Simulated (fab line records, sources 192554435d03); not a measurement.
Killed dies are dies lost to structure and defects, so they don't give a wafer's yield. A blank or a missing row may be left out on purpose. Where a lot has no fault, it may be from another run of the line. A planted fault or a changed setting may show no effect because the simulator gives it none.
fab line records ; flow n5-finfet
[record] lots = 5; wafers = 15; last-day = 17
route steps=1938 shown FIN_CUT@160 BEOL_M4@1111 PASSIVATION@1936
lots untouched by any fault: they come from a run of this same line in which no faults occurred
start-h: hours from the record's first day to the start of the lot's first wafer shown ; wait-h: time in hours since the lot's previous step ; " repeats the value in the row above ; L1.1+2: a row that stands for several wafers ; - either no value or no given start ; * or withheld: withheld ; < > ~ a bound
route shown NAME@n: NAME is a module with steps in the file, n the number in the route of the first one ; usual: mean and standard deviation over wafers with no fault ; same: alike in all rows ; chamber/n: place in a boat ; sites: readings site by site ; _std_site: the standard deviation of these ; _edge_site: inner sites' mean taken away from outer sites' mean ; radius-mm: how far each site lies from the wafer's centre ; mask NAME#n: copy n ; behind: the tool/chamber that last shaped the wafer ; hold: reason for holding the lot/hours on hold/outcome of the hold ; device: transistor that didn't switch, given as n, p or np ; end of line: tests run on the same wafers once the route is complete ; step lacking rows: just its recipe ; killed: the dies lost at the first sort to structure and to defects; this is not the yield of the wafer ; map: a wafer's dies, marking killed ones x, the rest . and places with no die _
set.NAME: setting as actually run; set.NAME@STEP: the setting as run at that earlier step ; model.NAME: the simulator's own value behind a step, which no gauge read
certain route steps with their lots: each step a table, each wafer a row
services: when a tool's chamber went out of use (start-h, in hours from the record's first day, below 0 if earlier), for how many hours, and the reason
[[steps]]
[step N5_FIN_CUT_EXPOSE_05]
[recipe] mask-id = FIN_CUT; na = 0.33; source-shape = annular; sigma-inner = 0.35; sigma-outer = 0.8; polarization = unpolarized; dose-mj = 45.75
[step N5_FIN_CUT_PEB_06]
[recipe] peb-temp-c = 100; peb-time-s = 60; resist = CAR-EUV
[step N5_FIN_CUT_DEVELOP_07]
[recipe] develop-time-s = 30; developer = TMAH; resist = CAR-EUV; rinse-liquid = surfactant-rinse; dry = air-spin; dev-temp-c = 23
[step N5_FIN_CUT_DESCUM_13]
[recipe] chemistry = O2; time-s = 7; source-power-w = 50; bias-power-w = 20; pressure-mtorr = 20; rf-frequency-hz = 2.712e+07; temp-c = 40; resist = CAR-EUV; o2-flow-sccm = 225
[step N5_FIN_CUT_ETCH_30]
[recipe] chemistry = N2/H2; target = underlayer; target-depth-a = 130; mask-material = CAR-EUV; time-s = 10.4; ion-energy-ev = 200; pressure-mtorr = 30; source-w = 840; bias-w = 150; n2-flow-sccm = 200; h2-flow-sccm = 200; ends = cleared
[step N5_FIN_CUT_ETCH_20]
[recipe] chemistry = CF4; target = SiARC; target-depth-a = 260; mask-material = CAR-EUV; time-s = 43.3; ion-energy-ev = 80; pressure-mtorr = 40; source-w = 545; bias-w = 36; Ar_flow_sccm = 100; cf4-flow-sccm = 100; ends = cleared
[step N5_FIN_CUT_ETCH_21]
[recipe] chemistry = N2/H2; target = SOC; target-depth-a = 2190; overetch-a = 438; mask-material = SiARC; temp-c = 40; ion-energy-ev = 100; bias-w = 61; time-s = 523.5; pressure-mtorr = 30; source-w = 850; n2-flow-sccm = 200; h2-flow-sccm = 200
[step N5_FIN_CUT_STRIP_23]
[recipe] chemistry = N2/H2; temp-c = 40; n2-flow-sccm = 200; h2-flow-sccm = 200; rf-frequency-hz = 6e+07
[step N5_FIN_CUT_STRIP_31]
[recipe] chemistry = N2/H2; temp-c = 40; n2-flow-sccm = 200; h2-flow-sccm = 200; rf-frequency-hz = 6e+07
[step N5_FIN_CUT_STRIP_24]
[recipe] chemistry = CF4; resist = SiARC; power-w = 300; bias-power-w = 75; pressure-mtorr = 50; cf4-flow-sccm = 150; rf-frequency-hz = 6e+07
[usual] bias-power-w = 74.99/0.25; cf4-flow-sccm = 150.0/0.44; drypump-motor-current-A = 5.5/0.43; oes-product-au = 0.80/0.073; rf-vpp-V = 271.5/1.6; showerhead-plenum-p-Torr = 1.80/0.059; throttle-valve-pct = 13.44/0.17
lot.wafer;tool;chamber;start-h;wait-h;bias-power-w;cf4-flow-sccm;drypump-motor-current-A;oes-product-au;rf-hours-counter-h;rf-vpp-V;showerhead-plenum-p-Torr;throttle-valve-pct;model.SiARC_of_FIN_CUT_COAT_19.thk-nm
L578.2;rie-diel-05;1;105.26;0.0;74.92;150.1;5.9;0.93;16;271.8;1.83;13.33;0
L578.3;rie-diel-05;3;105.26;0.0;75.04;149.6;5.1;0.89;23;272.2;1.81;13.25;0
L578.6;rie-diel-05;1;105.26;0.0;75.11;149.6;5.9;0.93;-;272.1;1.83;13.35;0
L581.1;rie-diel-02;1;122.98;0.0;-;-;-;-;-;-;-;-;11.8
L581.2;rie-diel-02;2;122.98;0.0;-;-;-;-;-;-;-;-;12
L581.3;rie-diel-02;0;122.98;0.0;-;-;-;-;-;-;-;-;11.8
L582.1;rie-diel-05;1;129.97;0.0;-;-;-;-;-;-;-;-;12
L582.4;rie-diel-05;0;129.97;0.0;-;-;-;-;-;-;-;-;12
L582.6;rie-diel-05;1;129.97;0.0;-;-;-;-;-;-;-;-;11.8
L583.1;rie-diel-05;0;136.13;0.0;-;-;-;-;-;-;-;-;11.8
L583.3;rie-diel-05;2;136.13;0.0;-;-;-;-;-;-;-;-;11.6
L583.6;rie-diel-05;3;136.13;0.0;-;-;-;-;-;-;-;-;12
L588.1;rie-diel-06;1;166.38;0.0;74.98;149.8;4.7;0.68;230;270.3;1.78;13.81;0
L588.5;rie-diel-06;1;166.38;0.0;74.71;149.9;4.7;0.68;-;270.3;1.78;13.82;0
L588.6;rie-diel-06;2;166.38;0.0;74.82;149.8;5.4;0.80;-;272.5;1.88;13.43;0
[step N5_FIN_CUT_CUT_ETCH_26]
[recipe] chemistry = CH3F/O2; target = SiNx; target-depth-a = 390; mask-material = SOC; time-s = 55.7; pressure-mtorr = 30; source-w = 395; bias-w = 73; Ar_flow_sccm = 150; CH3F_flow_sccm = 30; O2_flow_sccm = 20; ion-energy-ev = 120
[step N5_FIN_CUT_CUT_ETCH_27]
[recipe] chemistry = CHF3/O2; target = SiO2; target-depth-a = 40; mask-material = SOC; overetch-a = 20; time-s = 4.9; pressure-mtorr = 30; source-w = 650; bias-w = 170; Ar_flow_sccm = 200; CHF3_flow_sccm = 50; O2_flow_sccm = 5; ion-energy-ev = 200
[usual] bias-w = 170.1/0.49; drypump-motor-current-A = 5.5/0.43; oes-product-au = 0.64/0.058; rf-vpp-V = 515/17; showerhead-plenum-p-Torr = 2.43/0.082; throttle-valve-pct = 18.71/0.14
lot.wafer;tool;chamber;start-h;wait-h;bias-w;drypump-motor-current-A;oes-product-au;rf-hours-counter-h;rf-vpp-V;showerhead-plenum-p-Torr;throttle-valve-pct;model.SiARC_of_FIN_CUT_COAT_19.thk-nm
L578.2;rie-diel-05;1;105.32;0.0;169.6;5.8;0.74;16;508;2.49;18.88;0
L578.3;rie-diel-05;3;105.32;0.0;169.4;5.1;0.71;23;535;2.45;18.60;0
L578.6;rie-diel-05;1;105.32;0.0;169.8;5.9;0.75;-;510;2.49;18.88;0
L581.1;rie-diel-02;1;123.04;0.0;169.7;6.1;0.63;127;496;2.34;18.58;4.4
L581.2;rie-diel-02;2;123.04;0.0;169.6;5.9;0.59;182;502;2.38;18.86;4.8
L581.3;rie-diel-02;0;123.04;0.0;170.4;5.1;0.60;151;542;2.43;18.89;4.4
L582.1;rie-diel-05;1;130.03;0.0;169.9;5.8;0.72;23;510;2.48;18.88;4.6
L582.4;rie-diel-05;0;130.03;0.0;169.5;6.0;0.68;54;529;2.44;18.65;4.6
L582.6;rie-diel-05;1;130.03;0.0;170.8;5.8;0.72;-;510;2.48;18.88;4.6
L583.1;rie-diel-05;0;136.20;0.0;170.2;6.0;0.67;56;528;2.44;18.66;4.6
L583.3;rie-diel-05;2;136.20;0.0;169.4;5.1;0.67;55;534;2.53;18.60;4.2
L583.6;rie-diel-05;3;136.20;0.0;169.7;5.1;0.69;-;534;2.45;18.61;4.8
L588.1;rie-diel-06;1;166.44;0.0;170.9;4.7;0.54;230;494;2.38;18.92;0
L588.5;rie-diel-06;1;166.44;0.0;170.2;4.7;0.54;-;495;2.38;18.93;0
L588.6;rie-diel-06;2;166.44;0.0;170.3;5.4;0.65;-;511;2.52;18.64;0
[step N5_FIN_CUT_PRECLEAN_35]
[recipe] time-s = 13.3; temp-c = 45; pressure-torr = 125; p-hf-torr = 3; p-coreactant-torr = 25; chemistry = vHF
[step N5_BEOL_M4_RC_MEAS_101]
[usual] DIBL_N = 36.7/2.4; DIBL_P = 37.4/2.9; IOFF_N = 0.18/0.05; IOFF_P = 0.23/0.058; ION_N = 683/16; ION_P = 467/11; SS_N = 71.7/0.77; SS_P = 73.5/0.87; VT_N = 249/4.3; VT_P = -250/4.4
lot.wafer;tool;chamber;start-h;wait-h;DIBL_N[mV/V];DIBL_P[mV/V];IOFF_N[nA/um];IOFF_P[nA/um];ION_N[uA/um];ION_P[uA/um];SS_N[mV/dec];SS_P[mV/dec];VT_N[mV];VT_P[mV]
L578.2;prober-01;0;244.55;0.2;36.2;37.7;0.16;0.24;671;462;71.4;73.8;248;-247
L578.3;prober-01;0;244.55;0.2;36.1;36.3;0.14;0.21;680;467;71.3;73.2;252;-250
L578.6;prober-01;0;244.55;0.2;38.2;39.2;0.20;0.27;698;476;72.2;74.0;249;-245
L581.1;prober-01;0;258.88;0.0;39.3;40.9;0.21;0.28;704;478;72.0;73.9;249;-247
L581.2;prober-01;0;258.88;0.0;33.3;34.3;0.10;0.17;646;453;70.5;72.6;257;-253
L581.3;prober-01;0;258.88;0.0;39.0;41.1;0.20;0.28;682;467;72.2;73.9;247;-249
L582.1;prober-02;0;259.90;0.0;35.4;37.9;0.16;0.23;691;478;71.3;73.9;251;-249
L582.4;prober-02;0;259.90;0.0;38.4;41.0;0.21;0.27;692;470;71.8;73.8;248;-248
L582.6;prober-02;0;259.90;0.0;34.6;37.0;0.14;0.21;663;463;70.9;73.5;253;-249
L583.1;prober-01;0;266.77;0.0;35.3;35.9;0.15;0.21;696;476;71.9;73.1;250;-250
L583.3;prober-01;0;266.77;0.0;35.1;34.6;0.14;0.19;664;447;70.7;73.4;251;-250
L583.6;prober-01;0;266.77;0.0;33.3;31.6;0.11;0.15;679;462;71.1;72.3;256;-257
L588.1;prober-02;0;300.75;0.0;39.2;41.2;0.25;0.27;742;491;72.1;73.9;240;-246
L588.5;prober-02;0;300.75;0.0;35.5;35.9;0.14;0.17;669;446;70.9;72.1;249;-254
L588.6;prober-02;0;300.75;0.0;38.0;39.7;0.21;0.23;699;470;71.5;73.7;247;-252
[step N5_PASSIVATION_PROBE_49]
[usual] defect-limited-yield = 91.4/1.6; killed_at_M0_to_M3 = 31/11; killed_at_M4_up = 14/5.7; killed-at-contacts = 12/6; killed-at-front-end = 41/13; killed-at-other = 3.3/2.8; killed-dies = 101/19; killed-on-rim = 13/3.9; killed-open = 67/14; killed-short = 33/8.2; sort_bin_5_function = 5.0/1.1; sort_bin_6_memory = 3.3/0.74; sort-n-pass = 1078/20; sort-yield-pct = 91.3/1.7
[same] gross-dies = 1180; killed-at-back-side = 0; sort_bin_4_leakage[%] = 0; sort_bin_8_speed[%] = 0
lot.wafer;tool;chamber;start-h;wait-h;defect-limited-yield[%];killed_at_M0_to_M3;killed_at_M4_up;killed-at-contacts;killed-at-front-end;killed-at-other;killed-dies;killed-on-rim;killed-open;killed-short;sort_bin_5_function[%];sort_bin_6_memory[%];sort-n-pass;sort-yield-pct[%]
L578.2;prober-01;-;354.82;0.1;90.3;32;22;13;44;4;115;18;89;25;6.1;3.3;1065;90.3
L578.3;prober-01;-;354.87;0.1;92.0;23;20;10;32;9;94;12;60;31;4.7;2.9;1086;92.0
L578.6;prober-01;-;355.02;0.3;92.1;41;14;12;23;3;93;9;60;32;4.1;3.6;1087;92.1
L581.1;prober-02;-;368.38;0.0;91.0;34;21;20;31;0;106;17;73;30;5.7;3.1;1074;91.0
L581.2;prober-02;-;368.43;0.1;92.6;33;12;12;24;6;87;7;62;25;4.8;2.2;1093;92.6
L581.3;prober-02;-;368.48;0.1;91.9;24;19;17;35;1;96;12;72;24;4.7;3.4;1084;91.9
L582.1;prober-01;-;371.93;0.0;89.9;23;18;15;61;2;119;13;85;31;5.0;4.6;1061;89.9
L582.4;prober-01;-;372.08;0.2;93.6;23;5;9;38;0;75;10;55;18;4.3;1.8;1105;93.6
L582.6;prober-01;-;372.18;0.3;92.3;20;14;19;36;2;91;13;68;23;4.2;3.1;1089;92.3
// killed by level:class
L578.2 STI_FIN_REVEAL:geometric-particle:open=26 BEOL_M4:geometric-particle:open=11 MOL_CONTACT_COAG:geometric-particle:open=10 BEOL_M3:geometric-particle:open=9 BEOL_M0_SAQP:geometric-particle:open=6 BEOL_M1:geometric-particle:open=6 FIN_SAQP:geometric-particle:short=5 DUMMY_GATE:geometric-particle:open=4
L578.3 BEOL_M4:geometric-particle:open=12 BEOL_M3:geometric-particle:open=9 FIN_SAQP:geometric-particle:short=7 STI_FIN_REVEAL:geometric-particle:open=7 MOL_CONTACT_COAG:geometric-particle:open=7 BEOL_M1:geometric-particle:open=5 FIN_SAQP:geometric-particle:open=4 MIM_TOP_ETCH:geometric-particle:short=4
L578.6 BEOL_M0_SAQP:geometric-particle:short=9 BEOL_M1:geometric-particle:open=9 MOL_CONTACT_COAG:geometric-particle:open=8 STI_FIN_REVEAL:geometric-particle:open=6 BEOL_M0_SAQP:geometric-particle:open=6 BEOL_M2:geometric-particle:open=6 BEOL_M4:geometric-particle:open=6 FIN_SAQP:geometric-particle:open=5
L581.1 BEOL_M4:geometric-particle:open=17 MOL_CONTACT_COAG:geometric-particle:open=16 DUMMY_GATE:geometric-particle:open=8 BEOL_M0_SAQP:geometric-particle:open=6 BEOL_M3:geometric-particle:open=6 BEOL_M1:geometric-particle:open=6 ILD0:geometric-particle:short=4 BEOL_M1:geometric-particle:short=4
L581.2 MOL_CONTACT_COAG:geometric-particle:open=9 BEOL_M3:geometric-particle:open=8 BEOL_M4:geometric-particle:open=8 BEOL_M0_SAQP:geometric-particle:short=7 STARTING-WAFER:geometric-particle:open=7 BEOL_M1:geometric-particle:open=5 BEOL_M2:geometric-particle:open=5 BEOL_M0_SAQP:geometric-particle:open=4
L581.3 MOL_CONTACT_COAG:geometric-particle:open=14 STI_FIN_REVEAL:geometric-particle:open=8 BEOL_M0_SAQP:geometric-particle:open=8 BEOL_M4:geometric-particle:open=7 FIN_SAQP:geometric-particle:short=6 DUMMY_GATE:geometric-particle:open=6 BEOL_M1:geometric-particle:open=5 BEOL_M5:geometric-particle:open=5
L582.1 FIN_SAQP:geometric-particle:open=15 MOL_CONTACT_COAG:geometric-particle:open=13 STI_FIN_REVEAL:geometric-particle:open=13 FIN_SAQP:geometric-particle:short=10 BEOL_M3:geometric-particle:open=8 STI_FIN_REVEAL:geometric-particle:short=7 BEOL_M4:geometric-particle:open=6 BEOL_M0:geometric-particle:open=4
L582.4 FIN_SAQP:geometric-particle:open=12 BEOL_M3:geometric-particle:open=12 STI_FIN_REVEAL:geometric-particle:open=7 MOL_CONTACT_COAG:geometric-particle:open=7 BEOL_M3:geometric-particle:short=4 GATE_CUT:geometric-particle:open=4 FIN_SAQP:geometric-particle:short=3 BEOL_M0_SAQP:geometric-particle:open=3
L582.6 MOL_CONTACT_COAG:geometric-particle:open=17 STI_FIN_REVEAL:geometric-particle:open=16 BEOL_M3:geometric-particle:open=7 FIN_SAQP:geometric-particle:open=5 FIN_SAQP:geometric-particle:short=4 BEOL_M0_SAQP:geometric-particle:short=4 BEOL_M4:geometric-particle:open=4 DUMMY_GATE:geometric-particle:open=3
[[services]]
tool;chamber;start-h;hours;kind
rie-diel-06;0;110.30;-;clean
rie-diel-06;0;110.30;-;consumable-replace:focus-ring
rie-diel-06;0;110.30;20.4;scheduled-down
rie-diel-06;0;110.30;20.4;vent-cycle
rie-diel-02;3;135.96;8.7;repair
[[key]]
[first-sign] step = N5_FIN_CUT_STRIP_24; reading = tool-record; direction = missing
effect none on later readings
[model-effect] step = N5_FIN_CUT_STRIP_24; value = SiARC_of_FIN_CUT_COAT_19.thk-nm; without = 0; struck = 11.87
[model-effect] step = N5_FIN_CUT_CUT_ETCH_27; value = SiARC_of_FIN_CUT_COAT_19.thk-nm; without = 0; struck = 4.556
met-at N5_FIN_CUT_STRIP_24
struck-wafers L581.1,L581.2,L581.3,L582.1,L582.4,L582.6,L583.1,L583.3,L583.6
onset-between 105.26 122.98
[fault] kind = skipped-step-whole; tool = rie-diel-02,rie-diel-05; chamber = -; onset-h = 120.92; steps = N5_FIN_CUT_STRIP_24; scope = struck-lots-only
